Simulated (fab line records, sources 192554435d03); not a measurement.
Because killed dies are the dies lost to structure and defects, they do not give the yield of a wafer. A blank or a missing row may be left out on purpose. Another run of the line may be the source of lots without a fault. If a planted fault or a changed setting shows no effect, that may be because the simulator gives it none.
Struck lot and sound lot, side by side	flow n5-finfet	37 out of 1938 route steps
Sound: these wafers, L434.3, L434.4, L434.6. Wafers L420.2, L420.3, L420.5 were the ones struck. At the end, the cause is stated.
Each step with rows lists, per side, the tool, then ch with its chambers, then its first start. Under that, the readings that differ: sound wafers	struck wafers	difference of the means	sigmas: that difference in standard deviations of wafers without a fault.
alike: readings whose means differ by less than 2 such deviations, and words and numbers that are the same on both sides. not compared: withheld readings, readings that some wafer has no value for, bounds like >300 that may hide the same value, and numbers for which the record gives no deviation and whose values overlap.
Wherever a step has rows on one side only, a row that says differs or no value, or a row with sigmas, the two part there. When numbers do not overlap yet have no deviation, they are printed without sigmas and do not part them. A reading that every wafer of one side lacks parts them only if that side has two wafers or more.

first, 9 steps without rows for these wafers: N5_WELL_APT_COAT_19 (resist thk 950 nm); N5_WELL_APT_EBR_21; N5_WELL_APT_SOFTBAKE_20 (time 60 s); N5_WELL_APT_EXPOSE_22 (exposes mask PWELL, defocus 0 nm, target cd 200 nm); N5_WELL_APT_PEB_23 (peb time 90 s); N5_WELL_APT_DEVELOP_24 (develop time 45 s); N5_WELL_APT_HARDBAKE_29 (time 120 s); N5_WELL_APT_DESCUM_30 (chemistry O2, time 7.9 s); N5_WELL_APT_IMPLANT_31.
N5_WELL_APT_IMPLANT_32:
  sound on implanter-01 ch 0, day 7 09:55; struck on implanter-02 ch 0, day 3 21:21
reading	sound	struck	difference	sigmas
beam-energy-keV	50.004 49.999 49.984	43.559 43.568 43.559	-6.434	-99 or more
model.implant.rp-nm (nm)	35.38 35.38 35.38	33.77 33.77 33.77	-1.61	
model.implant.drp-nm (nm)	18.55 18.55 18.55	16.84 16.84 16.84	-1.71	
  alike: tilt-deg
then, 25 steps without rows for these wafers: N5_WELL_APT_STRIP_33 (strips in SPM, time 900 s); N5_WELL_APT_RTA_34 (time 10 s); N5_WELL_APT_OXIDE_STRIP_42 (strips SiO2 in dHF, time 45 s, target depth 12 nm); N5_WELL_APT_PRECLEAN_36 (cleans in O3/DIW, time 45 s); N5_WELL_APT_PRECLEAN_39 (cleans in dHF, time 60 s); N5_WELL_APT_SRD_37 (time 30 s); N5_WELL_APT_EPI_41 (deposits Si from SiH4/H2, target thk 50 nm, time 297.7 s); N5_PMOS_HMC_CHANNEL_EPI_HM_DEP_34 (deposits SiO2 from TEOS/O2, target thk 36 nm, time 6.9 s); N5_PMOS_HMC_CHANNEL_EPI_COAT_31 (time 60 s, resist thk 66 nm); N5_PMOS_HMC_CHANNEL_EPI_COAT_03 (resist thk 205 nm); N5_PMOS_HMC_CHANNEL_EPI_EBR_05; N5_PMOS_HMC_CHANNEL_EPI_SOFTBAKE_04 (time 60 s); N5_PMOS_HMC_CHANNEL_EPI_EXPOSE_06 (exposes mask PMOS HMC BLK, target cd 240 nm); N5_PMOS_HMC_CHANNEL_EPI_PEB_07 (peb time 60 s); N5_PMOS_HMC_CHANNEL_EPI_DEVELOP_08 (develop time 30 s); N5_PMOS_HMC_CHANNEL_EPI_DESCUM_14 (chemistry O2, time 7.9 s); N5_PMOS_HMC_CHANNEL_EPI_ETCH_32 (etches BARC in N2/H2, stops on SiO2, target depth 85.8 nm, time 50.3 s); N5_PMOS_HMC_CHANNEL_EPI_HM_OPEN_15 (chemistry CHF3/O2, target SiO2, target depth 40.6 nm, time 20.3 s); N5_PMOS_HMC_CHANNEL_EPI_STRIP_33 (strips in N2/H2); N5_PMOS_HMC_CHANNEL_EPI_STRIP_17 (strips in SPM, time 750 s); N5_PMOS_HMC_CHANNEL_EPI_ETCH_38 (etches SiO2 in CF4, target depth 1.5 nm); N5_PMOS_HMC_CHANNEL_EPI_FIN_RECESS_16 (chemistry HBr/Cl2, target Si, target depth 54 nm, time 18 s); N5_PMOS_HMC_CHANNEL_EPI_PRECLEAN_36 (cleans in O3/DIW, time 45 s); N5_PMOS_HMC_CHANNEL_EPI_PRECLEAN_18 (cleans in DHF, time 30 s); N5_PMOS_HMC_CHANNEL_EPI_SRD_19 (time 30 s).
-- a jump in the record: the struck wafers' starts before and after are 7 days apart (it breaks off in module PMOS_HMC_CHANNEL_EPI and resumes in module BEOL_M4, where the first step shown is number 1111 of the route) --
N5_BEOL_M4_RC_MEAS_101:
  sound on prober-02 ch 0, day 14 07:01; struck on prober-01 ch 0, day 10 17:31
reading	sound	struck	difference	sigmas
CJ_N	4.23 4.20 4.24	4.78 4.70 4.76	+0.52	+6
VT_P (mV)	-263 -255 -258	-256 -247 -247	+9	+2
  alike: DIBL_N, DIBL_P, IOFF_N, IOFF_P, ION_N, ION_P, RS_PWELL, SS_N, SS_P, VT_N
-- record jumps: 4 days separate the struck wafers' starts on either side; left off in module BEOL_M4, taken up again in module PASSIVATION, whose first shown step is the route's number 1936 --
N5_PASSIVATION_PROBE_49:
  only the struck wafers here have rows in the record (prober-02, day 15 03:20); the sound ones have none

## WHERE THEY PART
At N5_WELL_APT_IMPLANT_32 first; at N5_PASSIVATION_PROBE_49 last (within this record only).

WHY: what had been put in by the simulator
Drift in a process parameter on implanter-02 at N5_WELL_APT_IMPLANT_32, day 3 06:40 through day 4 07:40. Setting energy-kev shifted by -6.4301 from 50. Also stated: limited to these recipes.
